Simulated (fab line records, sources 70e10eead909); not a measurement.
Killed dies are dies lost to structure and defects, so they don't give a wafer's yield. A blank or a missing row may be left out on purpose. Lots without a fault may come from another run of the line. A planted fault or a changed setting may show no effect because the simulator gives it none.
fab line records | flow nand_harc
record lots=7 wafers=20 last_day=33
route steps=1302 shown A_CONTACT@992 END@1302
lots that met no fault: from a run of the same line without faults
start_h: hours from the record's first day to the start of the lot's first wafer shown | wait_h: hours since the lot's step before | " the same as in the row above | L1.1+2: a row that stands for several wafers | - no value, or no start given | * or withheld: withheld | < > ~ a bound
route shown NAME@n: a module of which the file shows steps, and the number in the route of the first | usual: mean/standard deviation of fault-free wafers | same: alike in all rows | chamber/n: place in a boat | sites: the reading at each site | _std_site: their standard deviation | _edge_site: outer sites' mean less inner sites' | radius_mm: how far each site lies from the wafer's centre | mask NAME#n: copy n | behind: the tool/chamber that last shaped the wafer | hold: why the lot was held/for how many hours/how that ended | device: the transistor (n, p or np) that didn't switch | end of line: the same wafers' tests at the end of the route | a step without rows: its recipe alone | killed: dies lost to structure and defects at the first sort, not the wafer's yield | map: a wafer's dies, x killed, . not, _ none there
set.NAME: the setting as run; set.NAME@STEP: as run at that earlier step | model.NAME: the simulator's own value behind a step, which no gauge read
lots at some steps of the route; a table a step, a row a wafer
services: from which hour (start_h, from the record's first day; less than 0 if before it) a tool's chamber was out of use, for how many hours, and why
## steps
# step NHARC_A_CONTACT_SOFTBAKE_37
# recipe temp_c=105 time_s=55
# step NHARC_A_CONTACT_EBR_38
# step NHARC_A_CONTACT_EXPOSE_39
# recipe na=1.35 sigma_outer=0.8 dose_mj=58.79 mask_id=A_CC_3
# step NHARC_A_CONTACT_PEB_40
# recipe peb_temp_c=100 peb_time_s=65
# step NHARC_A_CONTACT_DEVELOP_41
# recipe develop_time_s=35 dev_temp_c=23
# step NHARC_A_CONTACT_CD_MEAS_42
# recipe target_cd_nm=300 landing_energy_ev=500
# usual cd_nm=299.8/0.55
# columns lot.wafer tool chamber start_h wait_h cd_nm
L193.1 cd_sem-01 0 493.26 - 300.1
L193.3 " 0 " " 300.4
L193.6 " 0 " " 300.7
L201.1 cd_sem-02 0 580.33 - 300.4
L201.3 " 0 " " 300.7
L201.4 " 0 " " 301.2
L209.1 cd_sem-03 0 642.70 - 299.7
L209.2 " 0 " " 299.6
L209.5 " 0 " " 299.4
L208.2 cd_sem-03 0 643.06 - 299.6
L208.4 " 0 " " 300.1
L208.6 " 0 " " 299.1
L206.5 cd_sem-01 0 644.63 - 299.8
L206.6 " 0 " " 300.0
L214.1 cd_sem-01 0 713.82 - 299.9
L214.2 " 0 " " 300.6
L214.3 " 0 " " 299.7
L215.1 cd_sem-01 0 722.17 - 299.7
L215.3 " 0 " " 299.1
L215.5 " 0 " " 299.7
# step NHARC_A_CONTACT_OVL_MEAS_43
# usual overlay_x_nm=0.0/0.85 overlay_y_nm=0.0/0.7
# columns lot.wafer tool chamber start_h wait_h overlay_x_nm overlay_y_nm
L193.1 overlay-01 - 493.34 - -1.0 0.2
L193.3 " - " " -0.5 -0.3
L193.6 " - " " -0.5 -0.2
L201.1 overlay-02 - 580.42 - 0.0 -0.8
L201.3 " - " " 0.2 -1.3
L201.4 " - " " 0.1 -1.3
L209.1 overlay-02 - 642.79 - 0.7 0.2
L209.2 " - " " 0.3 0.5
L209.5 " - " " -0.3 0.7
L208.2 overlay-01 - 643.15 - 0.0 0.9
L208.4 " - " " -0.6 0.9
L208.6 " - " " -0.2 1.4
L206.5 overlay-02 - 644.71 - 0.5 -0.4
L206.6 " - " " 1.4 0.6
L214.1 overlay-01 - 713.91 - -0.1 0.4
L214.2 " - " " 0.3 0.6
L214.3 " - " " 0.5 0.8
L215.1 overlay-01 - 722.26 - -0.9 0.6
L215.3 " - " " -0.9 -0.2
L215.5 " - " " -0.8 0.7
# step NHARC_A_CONTACT_INSPECT_44
# usual raw_defect_count=77/36
# columns lot.wafer tool chamber start_h wait_h raw_defect_count
L193.1 defect_inspect-02 - 493.38 0.0 15
L193.3 " - " " 30
L193.6 " - " " 18
L201.1 defect_inspect-02 - 580.45 0.0 30
L201.3 " - " " 38
L201.4 " - " " 53
L209.1 defect_inspect-01 - 642.82 0.0 72
L209.2 " - " " 57
L209.5 " - " " 75
L208.2 defect_inspect-02 - 643.18 0.0 95
L208.4 " - " " 106
L208.6 " - " " 89
L206.5 defect_inspect-02 - 644.75 0.0 44
L206.6 " - " " 46
L214.1 defect_inspect-01 - 713.95 0.0 128
L214.2 " - " " 142
L214.3 " - " " 112
L215.1 defect_inspect-01 - 722.30 0.0 28
L215.3 " - " " 19
L215.5 " - " " 19
# step NHARC_A_CONTACT_DESCUM_47
# recipe time_s=3 o2_flow_sccm=200 ar_flow_sccm=0 bias_power_w=0 chemistry=O2
# usual drypump_motor_current_A=5.7/0.34 oes_product_au=1.000/0.011 rf_vpp_V=57.5/0.91 showerhead_plenum_p_Torr=1.87/0.094 throttle_valve_pct=11.311/0.0091
# same time_s=3
# columns lot.wafer tool chamber start_h wait_h drypump_motor_current_A oes_product_au rf_hours_counter_h rf_vpp_V showerhead_plenum_p_Torr throttle_valve_pct
L193.1 rie_diel-11 3 493.44 0.1 5.2 0.987 17 56.6 1.82 11.297
L193.3 " 2 " " 6.1 0.998 16 56.3 1.87 11.303
L193.6 " 0 " " 6.2 0.992 - 57.1 2.07 11.311
L201.4 rie_diel-11 0 580.52 0.1 6.1 0.988 48 57.7 2.06 11.314
L201.3 " 1 " " 5.5 0.987 47 57.1 2.01 11.313
L201.1 " 2 " " 6.1 0.995 45 57.0 1.86 11.317
L209.1 rie_diel-11 1 642.90 0.1 5.6 0.999 11 58.0 2.00 11.314
L209.2 " 2 " " 6.1 1.003 10 57.6 1.85 11.285
L209.5 " 3 " " 5.1 0.980 - 57.3 1.80 11.294
L208.4 rie_diel-11 2 643.38 0.2 6.1 0.986 11 56.0 1.85 11.312
L208.2 " 1 " " 5.5 1.004 11 58.0 2.00 11.306
L208.6 " 2 " " 6.1 0.992 - 57.8 1.85 11.316
L206.6 rie_diel-11 3 645.19 0.4 5.1 0.995 - 57.9 1.80 11.331
L206.5 " 0 " " 6.1 1.001 - 58.6 2.05 11.308
L214.3 rie_diel-07 3 714.02 0.1 5.4 1.004 0 57.8 1.81 11.313
L214.1 " 0 " " 5.9 0.998 0 58.3 1.78 11.327
L214.2 " 2 " " 5.6 0.999 0 56.9 1.83 11.312
L215.1 rie_diel-07 2 722.36 0.1 5.6 1.001 2 58.4 1.83 11.300
L215.3 " 0 " " 5.8 0.997 2 57.3 1.78 11.304
L215.5 " 2 " " 5.6 1.003 - 55.4 1.83 11.304
# step NHARC_A_CONTACT_ETCH_48
# recipe target_depth_a=390 over_etch_frac=0.3 time_s=65 ion_energy_ev=80 cf4_flow_sccm=150 ar_flow_sccm=0 rf_w=300 bias_w=100 chemistry=CF4
# usual drypump_motor_current_A=5.7/0.33 oes_product_au=1.001/0.011 rf_vpp_V=150.9/1.4 showerhead_plenum_p_Torr=1.74/0.084 throttle_valve_pct=13.282/0.0088
# same time_s=65
# columns lot.wafer tool chamber start_h wait_h drypump_motor_current_A oes_product_au rf_hours_counter_h rf_vpp_V showerhead_plenum_p_Torr throttle_valve_pct
L193.1 rie_diel-11 0 493.53 0.1 6.1 0.995 15 153.6 1.90 13.285
L193.3 " 3 " " 5.2 0.996 17 151.2 1.69 13.289
L193.6 " 1 " " 5.6 0.985 - 152.5 1.86 13.278
L201.1 rie_diel-11 2 580.60 0.1 6.1 0.996 45 150.6 1.72 13.274
L201.3 " 3 " " 5.2 0.992 46 150.1 1.68 13.273
L201.4 " 1 " " 5.5 0.988 47 152.2 1.85 13.285
L209.2 rie_diel-11 2 642.97 0.1 6.1 1.000 10 149.3 1.72 13.288
L209.1 " 0 " " 6.2 1.014 10 151.8 1.89 13.287
L209.5 " 2 " " 6.1 0.998 - 149.9 1.72 13.278
L208.2 rie_diel-11 2 643.48 0.1 6.1 0.989 11 151.3 1.72 13.291
L208.4 " 0 " " 6.2 0.992 11 154.4 1.89 13.282
L208.6 " 2 " " 6.1 0.991 - 149.7 1.72 13.273
L206.5 rie_diel-11 1 646.03 0.8 5.5 1.003 - 152.7 1.84 13.280
L206.6 " 2 " " 6.1 0.997 - 150.1 1.72 13.294
L214.2 rie_diel-07 0 714.11 0.1 5.8 1.000 0 149.9 1.65 13.261
L214.3 " 2 " " 5.6 1.003 0 149.9 1.69 13.272
L214.1 " 3 " " 5.4 1.000 0 149.4 1.68 13.291
L215.1 rie_diel-07 2 722.46 0.1 5.6 0.996 2 151.0 1.69 13.298
L215.3 " 3 " " 5.4 0.999 2 149.4 1.68 13.288
L215.5 " 0 " " 5.8 0.998 - 149.3 1.65 13.284
# step NHARC_A_CONTACT_ETCH_49
# recipe target_depth_a=2600 over_etch_frac=0.3 time_s=475.3 ion_energy_ev=200 n2_flow_sccm=150 h2_flow_sccm=150 ar_flow_sccm=0 rf_w=400 bias_w=150 chemistry=N2/H2
# usual drypump_motor_current_A=5.7/0.33 oes_product_au=1.001/0.012 rf_vpp_V=429.4/2.9 showerhead_plenum_p_Torr=2.00/0.1 throttle_valve_pct=14.171/0.0092
# same time_s=475.3
# columns lot.wafer tool chamber start_h wait_h drypump_motor_current_A oes_product_au rf_hours_counter_h rf_vpp_V showerhead_plenum_p_Torr throttle_valve_pct
L193.3 rie_diel-11 2 - - 6.1 0.982 16 430.2 1.99 14.177
L193.1 " 1 " " 5.5 0.980 15 434.5 2.16 14.179
L193.6 " 3 " " 5.2 0.990 - 426.9 1.94 14.170
L201.3 rie_diel-11 2 - - 6.1 0.986 45 429.8 1.98 14.165
L201.1 " 3 " " 5.1 0.997 46 427.2 1.93 14.181
L201.4 " 0 " " 6.2 0.988 48 435.0 2.20 14.171
L209.2 rie_diel-11 0 - - 6.1 1.004 10 434.6 2.19 14.194
L209.1 " 2 " " 6.1 0.996 11 427.6 1.98 14.162
L209.5 " 0 " " 6.1 1.000 - 434.9 2.19 14.160
L208.2 rie_diel-11 3 - - 5.1 0.993 10 427.3 1.92 14.169
L208.4 " 1 " " 5.5 1.004 11 432.7 2.14 14.164
L208.6 " 2 " " 6.1 0.991 - 428.6 1.98 14.179
L206.5 rie_diel-11 2 - - 6.1 0.999 - 428.1 1.97 14.145
L206.6 " 3 " " 5.2 1.003 - 428.1 1.92 14.156
L214.1 rie_diel-07 2 - - 5.7 0.999 0 427.5 1.94 14.187
L214.2 " 0 " " 5.9 0.991 0 425.8 1.89 14.167
L214.3 " 1 " " 5.5 0.993 0 432.6 2.14 14.173
L215.3 rie_diel-07 1 - - 5.5 0.997 2 432.4 2.14 14.175
L215.1 " 2 " " 5.7 1.013 2 428.0 1.94 14.168
L215.5 " 0 " " 5.8 0.995 - 427.6 1.89 14.166
# step NHARC_A_CONTACT_ETCH_50
# recipe target_depth_a=1210 time_s=60.5 cf4_flow_sccm=100 chf3_flow_sccm=30 ar_flow_sccm=0 rf_w=500 bias_w=200 chemistry=CF4/CHF3
# usual drypump_motor_current_A=5.7/0.33 oes_product_au=0.950/0.025 rf_vpp_V=369.5/2.5 showerhead_plenum_p_Torr=1.54/0.074 throttle_valve_pct=16.803/0.0085
# same time_s=60.5
# columns lot.wafer tool chamber start_h wait_h drypump_motor_current_A oes_product_au rf_hours_counter_h rf_vpp_V showerhead_plenum_p_Torr throttle_valve_pct
L193.3 rie_diel-11 1 - - 5.5 0.926 15 374.2 1.65 16.813
L193.1 " 2 " " 6.1 0.937 17 369.3 1.54 16.806
L193.6 " 0 " " 6.1 0.939 - 373.9 1.70 16.807
L201.1 rie_diel-11 2 - - 6.1 0.913 45 370.1 1.53 16.805
L201.4 " 3 " " 5.2 0.923 46 367.2 1.49 16.794
L201.3 " 0 " " 6.1 0.930 48 374.8 1.69 16.794
L209.2 rie_diel-11 2 - - 6.1 0.952 11 368.4 1.53 16.793
L209.1 " 3 " " 5.1 0.941 10 368.2 1.49 16.817
L209.5 " 3 " " 5.1 0.936 - 368.2 1.49 16.795
L208.4 rie_diel-11 0 - - 6.1 0.921 11 374.8 1.68 16.789
L208.2 " 1 " " 5.5 0.911 12 372.0 1.64 16.814
L208.6 " 3 " " 5.1 0.923 - 368.3 1.49 16.804
L206.5 rie_diel-11 0 - - 6.1 0.926 - 374.1 1.68 16.786
L206.6 " 1 " " 5.5 0.941 - 373.8 1.64 16.809
L214.2 rie_diel-07 1 - - 5.5 0.977 0 372.0 1.65 16.803
L214.1 " 3 " " 5.4 0.939 0 367.9 1.50 16.798
L214.3 " 0 " " 5.8 0.955 0 366.8 1.47 16.787
L215.3 rie_diel-07 0 - - 5.8 0.960 2 366.3 1.47 16.793
L215.1 " 2 " " 5.7 0.952 2 367.3 1.51 16.803
L215.5 " 0 " " 5.8 0.974 - 366.2 1.47 16.813
# step NHARC_A_CONTACT_ETCH_51
# recipe target_depth_a=70000 over_etch_frac=0.3 time_s=1820 ion_energy_ev=150 o2_flow_sccm=400 cos_flow_sccm=20 ar_flow_sccm=0 rf_w=500 bias_w=300 chemistry=O2/COS
# usual drypump_motor_current_A=5.7/0.33 oes_product_au=1.002/0.011 rf_vpp_V=313.3/2.3 showerhead_plenum_p_Torr=3.06/0.15 throttle_valve_pct=28.330/0.0089
# same time_s=1820
# columns lot.wafer tool chamber start_h wait_h drypump_motor_current_A oes_product_au rf_hours_counter_h rf_vpp_V showerhead_plenum_p_Torr throttle_valve_pct
L193.1 rie_diel-11 1 494.06 - 5.6 0.990 16 316.3 3.28 28.327
L193.3 " 2 " " 6.1 0.995 17 312.4 3.05 28.315
L193.6 " 2 " " 6.1 0.991 - 313.5 3.05 28.322
L201.3 rie_diel-11 2 581.13 - 6.1 0.992 45 313.5 3.04 28.349
L201.1 " 0 " " 6.1 0.996 48 315.6 3.35 28.311
L201.4 " 1 " " 5.5 1.003 47 315.5 3.27 28.332
L209.1 rie_diel-11 1 643.77 - 5.5 1.003 11 314.2 3.26 28.332
L209.2 " 2 " " 6.1 0.991 11 312.7 3.03 28.332
L209.5 " 2 " " 6.1 0.812 - 314.2 3.03 28.328
L208.4 rie_diel-11 3 645.22 - 5.1 1.003 11 310.9 2.95 28.336
L208.2 " 1 " " 5.5 1.001 12 316.4 3.26 28.342
L208.6 " 0 " " 6.1 0.826 - 317.7 3.34 28.323
L206.5 rie_diel-11 0 647.17 - 6.1 0.819 - 316.7 3.34 28.329
L206.6 " 1 " " 5.5 0.824 - 315.5 3.26 28.339
L214.2 rie_diel-07 3 714.94 - 5.4 0.991 1 310.5 2.97 28.339
L214.3 " 0 " " 5.8 0.993 1 312.3 2.91 28.327
L214.1 " 1 " " 5.5 0.995 1 316.1 3.27 28.330
L215.3 rie_diel-07 3 722.97 - 5.4 0.997 3 311.7 2.97 28.336
L215.1 " 0 " " 5.9 0.997 2 310.6 2.91 28.337
L215.5 " 0 " " 5.8 0.994 - 310.7 2.91 28.333
# step NHARC_A_CONTACT_ETCH_111
# recipe source_w=withheld pressure_mtorr=20 bias_v=withheld time_s=140 target_depth_a=7000 ar_flow_sccm=withheld c4f8_flow_sccm=withheld o2_flow_sccm=withheld chemistry=C4F8/O2/Ar
# same time_s=140
# columns lot.wafer tool chamber start_h wait_h rf_hours_counter_h
L193.1 har_cap_etch-03 0 495.27 - 40
L193.3 " 1 " " -
L193.6 " 0 " " -
L201.1 har_cap_etch-02 0 582.34 - 101
L201.3 " 0 " " -
L201.4 " 1 " " -
L209.1 har_cap_etch-02 1 644.98 - 111
L209.2 " 0 " " 111
L209.5 " 0 " " -
L208.2 har_cap_etch-03 1 646.48 - 68
L208.4 " 0 " " -
L208.6 " 1 " " -
L206.5 har_cap_etch-01 1 648.00 - -
L206.6 " 0 " " -
L214.2 har_cap_etch-01 1 716.03 - 35
L214.1 " 0 " " 35
L214.3 " 0 " " -
L215.1 har_cap_etch-02 0 724.22 - 127
L215.3 " 0 " " -
L215.5 " 1 " " -
# step NHARC_END_SORT_01
# recipe temp_c=25
# usual killed_at_array=56/18 killed_at_other=1.4/1.5 killed_at_periphery=4/3.1 killed_dies=61/19 killed_open=3.5/1.8 killed_short=2.4/1.4
# same gross_dies=677
# columns lot.wafer tool chamber start_h wait_h killed_at_array killed_at_other killed_at_periphery killed_dies killed_open killed_short
L209.5 prober-02 0 717.60 3.7 673 3 1 677 4 1
L208.6 prober-01 0 725.77 4.0 673 1 3 677 6 7
# killed by level:class
L209.5 A_CONTACT:area_etch=617 A_CHANNEL_HOLE_D1:chamber_film_flake=36 A_SLIT:chamber_film_flake=8 A_CONTACT:chamber_film_flake=5 THIN_TSV:chamber_film_flake=3 A_CHANNEL_HOLE_D1:geometric_particle:open=2 P_M1:geometric_particle:open=1 A_CHANNEL_FILL_D1:geometric_particle:short=1
L208.6 A_CONTACT:area_etch=611 A_SLIT:chamber_film_flake=24 A_CHANNEL_HOLE_D2:chamber_film_flake=11 A_CHANNEL_HOLE_D1:chamber_film_flake=9 A_CHANNEL_FILL_D2:geometric_particle:short=2 A_M0:geometric_particle:open=2 A_STAIRCASE:chamber_film_flake=2 A_CONTACT:chamber_film_flake=2
# map L208.6 (x killed, . not)
____________x____________
_________xxxxxxx_________
_______xxxxxxxxxxx_______
______xxxxxxxxxxxxx______
_____xxxxxxxxxxxxxxx_____
____xxxxxxxxxxxxxxxxx____
____xxxxxxxxxxxxxxxxx____
___xxxxxxxxxxxxxxxxxxx___
___xxxxxxxxxxxxxxxxxxx___
__xxxxxxxxxxxxxxxxxxxxx__
__xxxxxxxxxxxxxxxxxxxxx__
_xxxxxxxxxxxxxxxxxxxxxxx_
_xxxxxxxxxxxxxxxxxxxxxxx_
_xxxxxxxxxxxxxxxxxxxxxxx_
_xxxxxxxxxxxxxxxxxxxxxxx_
_xxxxxxxxxxxxxxxxxxxxxxx_
xxxxxxxxxxxxxxxxxxxxxxxxx
xxxxxxxxxxxxxxxxxxxxxxxxx
xxxxxxxxxxxxxxxxxxxxxxxxx
xxxxxxxxxxxxxxxxxxxxxxxxx
xxxxxxxxxxxxxxxxxxxxxxxxx
_xxxxxxxxxxxxxxxxxxxxxxx_
_xxxxxxxxxxxxxxxxxxxxxxx_
_xxxxxxxxxxxxxxxxxxxxxxx_
_xxxxxxxxxxxxxxxxxxxxxxx_
_xxxxxxxxxxxxxxxxxxxxxxx_
__xxxxxxxxxxxxxxxxxxxxx__
__xxxxxxxxxxxxxxxxxxxxx__
___xxxxxxxxxxxxxxxxxxx___
___xxxxxxxxxxxxxxxxxxx___
____xxxxxxxxxxxxxxxxx____
____xxxxxxxxxxxxxxxxx____
_____xxxxxxxxxxxxxxx_____
______xxxxxxxxxxxxx______
_______xxxxxxxxxxx_______
_________xxxxxxx_________
____________x____________
# map L209.5 (x killed, . not)
____________x____________
_________xxxxxxx_________
_______xxxxxxxxxxx_______
______xxxxxxxxxxxxx______
_____xxxxxxxxxxxxxxx_____
____xxxxxxxxxxxxxxxxx____
____xxxxxxxxxxxxxxxxx____
___xxxxxxxxxxxxxxxxxxx___
___xxxxxxxxxxxxxxxxxxx___
__xxxxxxxxxxxxxxxxxxxxx__
__xxxxxxxxxxxxxxxxxxxxx__
_xxxxxxxxxxxxxxxxxxxxxxx_
_xxxxxxxxxxxxxxxxxxxxxxx_
_xxxxxxxxxxxxxxxxxxxxxxx_
_xxxxxxxxxxxxxxxxxxxxxxx_
_xxxxxxxxxxxxxxxxxxxxxxx_
xxxxxxxxxxxxxxxxxxxxxxxxx
xxxxxxxxxxxxxxxxxxxxxxxxx
xxxxxxxxxxxxxxxxxxxxxxxxx
xxxxxxxxxxxxxxxxxxxxxxxxx
xxxxxxxxxxxxxxxxxxxxxxxxx
_xxxxxxxxxxxxxxxxxxxxxxx_
_xxxxxxxxxxxxxxxxxxxxxxx_
_xxxxxxxxxxxxxxxxxxxxxxx_
_xxxxxxxxxxxxxxxxxxxxxxx_
_xxxxxxxxxxxxxxxxxxxxxxx_
__xxxxxxxxxxxxxxxxxxxxx__
__xxxxxxxxxxxxxxxxxxxxx__
___xxxxxxxxxxxxxxxxxxx___
___xxxxxxxxxxxxxxxxxxx___
____xxxxxxxxxxxxxxxxx____
____xxxxxxxxxxxxxxxxx____
_____xxxxxxxxxxxxxxx_____
______xxxxxxxxxxxxx______
_______xxxxxxxxxxx_______
_________xxxxxxx_________
____________x____________
## services
# columns tool chamber start_h hours kind
rie_diel-07 - 471.32 9.0 pm
rie_diel-11 0 492.43 - clean
rie_diel-11 1 492.43 - clean
rie_diel-11 2 492.43 - clean
rie_diel-11 3 492.43 - clean
har_cap_etch-01 - 497.00 17.0 pm
rie_diel-11 0 516.95 - clean
rie_diel-11 1 516.95 - clean
rie_diel-11 2 516.95 - clean
rie_diel-11 3 516.95 - clean
rie_diel-07 1 535.80 6.2 repair
rie_diel-11 0 543.93 - clean
rie_diel-11 1 543.93 - clean
rie_diel-11 2 543.93 - clean
rie_diel-11 3 543.93 - clean
rie_diel-07 1 556.54 21.6 repair
rie_diel-11 0 568.80 - clean
rie_diel-11 1 568.80 - clean
rie_diel-11 2 568.80 - clean
rie_diel-07 - 586.78 0.6 repair
rie_diel-11 - 611.04 9.0 pm
har_cap_etch-02 - 683.72 0.6 repair
rie_diel-11 0 700.93 5.1 repair
rie_diel-07 - 704.90 9.0 pm
## key
first_sign step=NHARC_A_CONTACT_ETCH_51 reading=oes_product_au direction=down sigmas=17 usual=1.002 struck=0.820
effect step=NHARC_END_SORT_01 reading=killed_at_array direction=up sigmas=34 usual=56 struck=673
more_kills_born_at NHARC_A_CONTACT_ETCH_51@rie_diel-11=1228
met_at NHARC_A_CONTACT_ETCH_51
struck_wafers L206.5,L206.6,L208.6,L209.5
later_rows_left_out L206.5,L206.6,L208.6,L209.5
sort_left_out L206.5,L206.6
tester_left_out L206,L208,L209
fault kind=process_parameter_drift tool=rie_diel-11 chamber=- onset_h=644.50 steps=NHARC_A_CONTACT_ETCH_51 channel=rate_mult offset=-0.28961 shape=step end_h=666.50 scope=struck_wafers_only
# tester_left_out: of these lots the tester's yield and bins aren't shown, on N5 and GAA mostly nor the transistor test; their killed dies are dies lost to structure and defects alone, not to doping, threshold or leakage, so they don't give the yield
# sort_left_out: the simulated sort isn't trusted on such a fault, so these wafers' sort isn't shown, and their yield isn't known
# later_rows_left_out: the simulator's readings of these wafers behind a module that went badly wrong aren't trusted and aren't shown, but for the sort
